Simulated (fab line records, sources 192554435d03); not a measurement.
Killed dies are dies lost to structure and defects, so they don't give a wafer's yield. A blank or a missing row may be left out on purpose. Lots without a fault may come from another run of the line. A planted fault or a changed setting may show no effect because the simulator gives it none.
Which tool did it? | flow n5_finfet | 10 lots, 30 wafers sampled, at 4 steps of a route of 1938

WHAT THE GAUGES READ, wafer by wafer
N5_BEOL_M4_RC_MEAS_101. Usual: DIBL_N 36.6 mV/V, standard deviation 1.9; DIBL_P 36.7 mV/V, standard deviation 2.2; IOFF_N 0.16 nA/um, standard deviation 0.035; IOFF_P 0.22 nA/um, standard deviation 0.038; IOFF_P_85C 3.8 nA/um, standard deviation 0.55; IOFF_P_LIN 0.104 nA/um, standard deviation 0.014; ION_N 672 uA/um, standard deviation 14; ION_P 462 uA/um, standard deviation 8.3; REXT_P 100.5 ohm.um, standard deviation 2.1; SS_N 71.6 mV/dec, standard deviation 0.65; SS_P 73.5 mV/dec, standard deviation 0.72; VT_N 250 mV, standard deviation 3.5; VT_P -250 mV, standard deviation 3.1; VT_P_LVT -98.3 mV, standard deviation 3.
lot  | measured     | on        | DIBL_N (mV/V)  | DIBL_P (mV/V)  | IOFF_N (nA/um) | IOFF_P (nA/um) | IOFF_P_85C (nA/um) | IOFF_P_LIN (nA/um) | ION_N (uA/um) | ION_P (uA/um) | REXT_P (ohm.um)   | SS_N (mV/dec)  | SS_P (mV/dec)  | VT_N (mV)   | VT_P (mV)      | VT_P_LVT (mV)        | flag
L471 | day 9 11:10  | prober-01 | 39.2 37.5 33.2 | 40.5 39.0 32.6 | 0.22 0.17 0.10 | 0.34 0.29 0.18 | 5.4 4.7 3.2        | 0.147 0.129 0.094  | 686 677 646   | 483 471 455   | 97.8 98.0 98.1    | 71.1 71.0 69.9 | 74.5 73.9 72.5 | 243 247 255 | -239 -244 -252 | -91.4 -94.5 -99.7    |
L473 | day 10 02:23 | prober-02 | 37.3 33.2 34.2 | 37.3 32.7 34.5 | 0.16 0.11 0.13 | 0.25 0.18 0.20 | 4.3 3.2 3.6        | 0.119 0.093 0.101  | 690 685 676   | 480 474 477   | 99.8 99.2 99.6    | 71.2 70.0 70.5 | 73.6 72.5 72.5 | 248 253 251 | -247 -250 -249 | -97.0 -99.4 -97.7    |
L474 | day 9 21:14  | prober-02 | 35.1 36.8 35.6 | 35.1 37.9 36.8 | 0.14 0.16 0.15 | 0.18 0.22 0.21 | 3.2 3.8 3.6        | 0.090 0.102 0.098  | 679 668 680   | 466 460 469   | 100.9 101.5 101.9 | 71.7 71.1 70.9 | 72.6 74.0 72.8 | 252 253 250 | -252 -251 -249 | -98.8 -96.0 -96.9    |
L476 | day 10 06:55 | prober-02 | 35.6 37.4 34.8 | 35.6 37.6 36.4 | 0.12 0.16 0.13 | 0.20 0.22 0.21 | 3.4 3.7 3.6        | 0.094 0.100 0.100  | 653 651 661   | 462 448 462   | 98.4 100.4 99.6   | 71.6 72.3 70.8 | 72.9 73.5 73.2 | 255 252 253 | -250 -251 -248 | -98.7 -97.6 -96.9    |
L478 | day 10 21:10 | prober-01 | 35.9 37.0 38.1 | 35.8 38.1 38.4 | 0.14 0.17 0.18 | 0.16 0.21 0.22 | 3.0 3.8 3.8        | 0.078 0.093 0.096  | 675 661 685   | 454 455 465   | 98.0 97.9 96.2    | 71.9 71.1 72.2 | 73.2 74.0 74.1 | 254 250 250 | -256 -252 -254 | -100.9 -97.5 -96.3   |
L479 | day 10 22:46 | prober-01 | 36.2 36.9 35.3 | 36.5 37.1 35.5 | 0.14 0.16 0.13 | 0.21 0.23 0.20 | 3.6 3.8 3.5        | 0.098 0.106 0.098  | 674 673 674   | 459 467 465   | 101.7 100.3 101.4 | 71.4 71.7 71.0 | 73.3 74.2 73.5 | 256 251 251 | -252 -245 -250 | -102.3 -99.9 -101.5  |
L480 | day 11 09:17 | prober-02 | 36.3 37.3 36.5 | 31.7 32.8 32.8 | 0.15 0.16 0.16 | 0.11 0.12 0.11 | 2.0 2.2 2.2        | 0.056 0.060 0.058  | 678 659 681   | 429 420 424   | 126.0 124.4 126.6 | 71.1 71.4 71.4 | 72.4 72.9 72.8 | 252 250 247 | -265 -261 -263 | -113.5 -112.3 -113.2 | OFF
L481 | day 11 17:17 | prober-02 | 34.1 33.8 33.7 | 28.4 27.7 27.6 | 0.13 0.12 0.12 | 0.09 0.08 0.08 | 1.8 1.7 1.7        | 0.050 0.049 0.047  | 650 656 642   | 409 415 401   | 126.6 125.1 124.6 | 71.7 71.4 71.3 | 71.8 71.9 71.8 | 254 256 258 | -266 -265 -264 | -114.7 -115.4 -116.1 | OFF
L493 | day 14 07:49 | prober-02 | 38.0 39.0 37.8 | 37.2 39.1 36.6 | 0.19 0.23 0.18 | 0.26 0.31 0.25 | 4.3 4.9 4.2        | 0.120 0.133 0.116  | 699 682 674   | 472 467 463   | 103.2 105.0 102.8 | 71.8 71.8 72.4 | 73.5 74.1 73.6 | 249 245 248 | -244 -244 -245 | -94.9 -93.2 -94.8    |
L494 | day 14 16:10 | prober-01 | 37.0 36.8 38.7 | 38.4 38.0 39.6 | 0.17 0.17 0.20 | 0.22 0.24 0.26 | 3.9 4.1 4.3        | 0.104 0.109 0.113  | 674 676 694   | 467 459 470   | 102.0 99.8 100.9  | 71.4 72.2 72.2 | 73.3 74.1 73.6 | 251 248 249 | -250 -248 -248 | -97.6 -96.4 -96.3    |

WHICH TOOL RAN EACH LOT (tool, then ch and the chambers of the sampled wafers, then the start)
lot  | N5_SD_EPI_P_VAPOR_ETCH_44      | N5_BEOL_M4_SPUTTER_92        | N5_BEOL_M4_ANNEAL_93
L471 | epi_rpcvd-03 ch 0, day 3 11:09 | pvd_sputter-02, day 9 09:20  | pvd_sputter-02, day 9 09:25
L473 | epi_rpcvd-03 ch 0, day 3 22:50 | pvd_sputter-03, day 10 00:39 | pvd_sputter-03, day 10 00:44
L474 | epi_rpcvd-04 ch 0, day 4 02:38 | pvd_sputter-02, day 9 19:31  | pvd_sputter-02, day 9 19:36
L476 | epi_rpcvd-03 ch 0, day 4 11:35 | pvd_sputter-01, day 10 05:21 | pvd_sputter-01, day 10 05:26
L478 | epi_rpcvd-03 ch 0, day 5 01:11 | pvd_sputter-03, day 10 19:11 | pvd_sputter-03, day 10 19:16
L479 | epi_rpcvd-03 ch 0, day 5 07:30 | pvd_sputter-01, day 10 20:55 | pvd_sputter-01, day 10 21:00
L480 | epi_rpcvd-03 ch 0, day 5 13:18 | pvd_sputter-01, day 11 07:35 | pvd_sputter-01, day 11 07:40
L481 | epi_rpcvd-03 ch 0, day 5 18:43 | pvd_sputter-03, day 11 15:41 | pvd_sputter-03, day 11 15:46
L493 | epi_rpcvd-03 ch 0, day 8 20:04 | pvd_sputter-01, day 14 05:10 | pvd_sputter-01, day 14 05:14
L494 | epi_rpcvd-02 ch 0, day 9 01:04 | pvd_sputter-02, day 14 14:19 | pvd_sputter-02, day 14 14:23
- N5_SD_EPI_P_VAPOR_ETCH_44: etches SiGe30 in NF3/Ar, time 3.3 s.
- N5_BEOL_M4_SPUTTER_92: material Cu, target thk 4.5 nm, time 8.29 s.
- N5_BEOL_M4_ANNEAL_93: time 240 s.

WHAT THE TOOLS THEMSELVES READ (means of the sampled wafers that have a number; where no wafer has one, the mark that the record gives instead)
N5_BEOL_M4_SPUTTER_92. Usual: throttle_valve_pct 30.2 %, standard deviation 1.
lot  | tool           | throttle_valve_pct (%) | flag
L471 | pvd_sputter-02 | 29.9                   |
L473 | pvd_sputter-03 | 30.0                   |
L474 | pvd_sputter-02 | 31.3                   |
L476 | pvd_sputter-01 | 29.5                   |
L478 | pvd_sputter-03 | 31.3                   |
L479 | pvd_sputter-01 | 28.7                   |
L480 | pvd_sputter-01 | 30.2                   |
L481 | pvd_sputter-03 | 30.8                   |
L493 | pvd_sputter-01 | 30.4                   |
L494 | pvd_sputter-02 | 30.3                   |

N5_BEOL_M4_ANNEAL_93. Usual: heater_power_w 842 W, standard deviation 83.
lot  | tool           | heater_power_w (W) | flag
L471 | pvd_sputter-02 | 878                |
L473 | pvd_sputter-03 | 928                |
L474 | pvd_sputter-02 | 938                |
L476 | pvd_sputter-01 | 784                |
L478 | pvd_sputter-03 | 749                |
L479 | pvd_sputter-01 | 836                |
L480 | pvd_sputter-01 | 812                |
L481 | pvd_sputter-03 | 809                |
L493 | pvd_sputter-01 | 749                |
L494 | pvd_sputter-02 | 814                |

THE ANSWER, worked out from the rows above alone
Rule: a lot is off if the mean of its wafers that have a number lies more than 3 standard deviations from the usual mean. A lot without any number at a reading at which 4 lots or more have one is off too. The other lots that the step has rows for count as sound. The gauges are gone through in route order, then the tools' own readings, and for those a lot's mean is taken as printed above. The first step at which some lot is off is used, and at that step the reading that is off furthest; a lot without a number counts as furthest.
Off: L480, L481, at N5_BEOL_M4_RC_MEAS_101 (REXT_P).
A tool fits if, at a process step before that reading, it ran every lot that is off, and no sound lot after the first of them. The gauges at N5_BEOL_M4_RC_MEAS_101 are tried like those tools. None of those tried fits.

WHAT THE SIMULATOR HAD PUT IN
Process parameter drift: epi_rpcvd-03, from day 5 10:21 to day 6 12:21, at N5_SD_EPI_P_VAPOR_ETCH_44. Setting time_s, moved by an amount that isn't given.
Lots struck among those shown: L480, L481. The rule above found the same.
